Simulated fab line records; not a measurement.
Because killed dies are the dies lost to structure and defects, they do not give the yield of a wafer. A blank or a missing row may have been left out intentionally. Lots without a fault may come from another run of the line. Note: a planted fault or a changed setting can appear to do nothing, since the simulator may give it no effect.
A lot that was struck, set against a sound lot + flow nandHarc + 14 steps out of a route of 1159
Sound: these wafers, L100.1, L100.5, L100.6. Wafers L106.1, L106.2, L106.6 were the ones struck. The cause is named last.
For every step that has rows: the tool of each side, followed by ch and its chambers, followed by its first start. Under that, the readings that differ: sound wafers + struck wafers + difference of the means + sigmas: that difference in standard deviations of wafers without a fault.
alike: readings whose means differ by less than 2 such deviations, and words and numbers that are the same on both sides. not compared: withheld readings, readings that some wafer has no value for, bounds like >300 that may hide the same value, and numbers for which the record gives no deviation and whose values overlap.
A row with sigmas, a row that says differs or no value, or rows on one side alone: a step with any of these is where the two part. Non-overlapping numbers with no deviation appear without sigmas and do not part them. A reading missing from all wafers of one side parts the sides only when that side holds two or more wafers.

first, 1 step without rows for these wafers: NHARC_A_BLC_DESCUM_15 (chemistry O2, time 3 s).
NHARC_A_BLC_ETCH_16: etches the open film in CF4, target depth 39 nm, time 65 s.
  sound on rieDiel-10 ch 0,3, day 19 06:27; struck on rieDiel-08 ch 1,2, day 20 10:38
  alike: drypumpMotorCurrentA, oesProductAu, rfVppV, showerheadPlenumPTorr, throttleValvePct
  not compared: rfHoursCounterH
then, 1 step without rows for these wafers: NHARC_A_BLC_ETCH_17 (etches the open film in N2/H2, target depth 390 nm, time 609.38 s).
NHARC_A_BLC_ETCH_18: etches the open film in C4F8/O2/Ar, target depth 910 nm.
  sound: rieDiel-10 ch 0,1,2; struck: rieDiel-08 ch 0,1
  alike: oesProductAu, rfVppV
  not compared: rfHoursCounterH
NHARC_A_BLC_CD_MEAS_19:
  sound: cdSem-02 at day 19 07:19; struck: cdSem-01 at day 20 11:31
  alike: cdNm
NHARC_A_BLC_STRIP_29: strips in CF4.
  sound on rieDiel-02 ch 0,2,3, day 19 07:25; struck on rieDiel-08 ch 0,2,3, day 20 11:37
  alike: drypumpMotorCurrentA, oesProductAu, rfVppV, showerheadPlenumPTorr, throttleValvePct
  not compared: rfHoursCounterH
then, 2 steps without rows for these wafers: NHARC_A_BLC_STRIP_21 (strips in O2); NHARC_A_BLC_STRIP_22 (strips in post etch residue remover, time 600 s).
NHARC_A_BLC_DEGAS_30: time 60 s.
  sound: pvdSputter-03 at day 19 07:59; struck: pvdSputter-01 at day 20 12:07
  alike: heaterPowerW, susceptorTempC
then, 2 steps without rows for these wafers: NHARC_A_BLC_PRE_CLEAN_31 (time 15 s); NHARC_A_BLC_PVD_32 (deposits Ti, target thk 5 nm, time 17.7 s).
NHARC_A_BLC_ALD_23: deposits TiN, target thk 3 nm, pulse time 1 s, ald cycles 150.
  sound on aldMetal-03 ch 0,2,3, day 19 08:15; struck on aldMetal-04 ch 0,3, day 20 12:22
  alike: heaterPowerW, precursorPulseHeightRel, susceptorTempC
NHARC_A_BLC_CVD_24: deposits W, target thk 150 nm, time 434 s.
  sound on cvdW-01 ch 0,1, day 19 08:25; struck on cvdW-02 ch 0,1, day 20 20:29
| reading            | sound                | struck | difference                    | sigmas |
|--------------------|----------------------|--------|-------------------------------|--------|
| susceptorTempC (C) | 300.24 300.46 300.03 | - - -  | no value on the struck wafers |        |
  alike: heaterPowerW, throttleValvePct
NHARC_A_BLC_CMP_25: polishes, t overpolish 30 s, target thk 150 nm.
  sound on cmp-01 ch 0,1,2, day 19 09:04; struck on cmp-02 ch 0,1,2, day 20 21:07
| reading             | sound          | struck         | difference | sigmas |
|---------------------|----------------|----------------|------------|--------|
| timeToEndpointS (s) | 28.7 34.0 28.4 | 60.1 62.5 53.8 | +28.4      | +11    |
  alike: motorCurrentA, overpolishRunS

## WHERE THEY PART
First at NHARC_A_BLC_CVD_24; last, within this record, at NHARC_A_BLC_CMP_25.

WHY: whatever the simulator had introduced
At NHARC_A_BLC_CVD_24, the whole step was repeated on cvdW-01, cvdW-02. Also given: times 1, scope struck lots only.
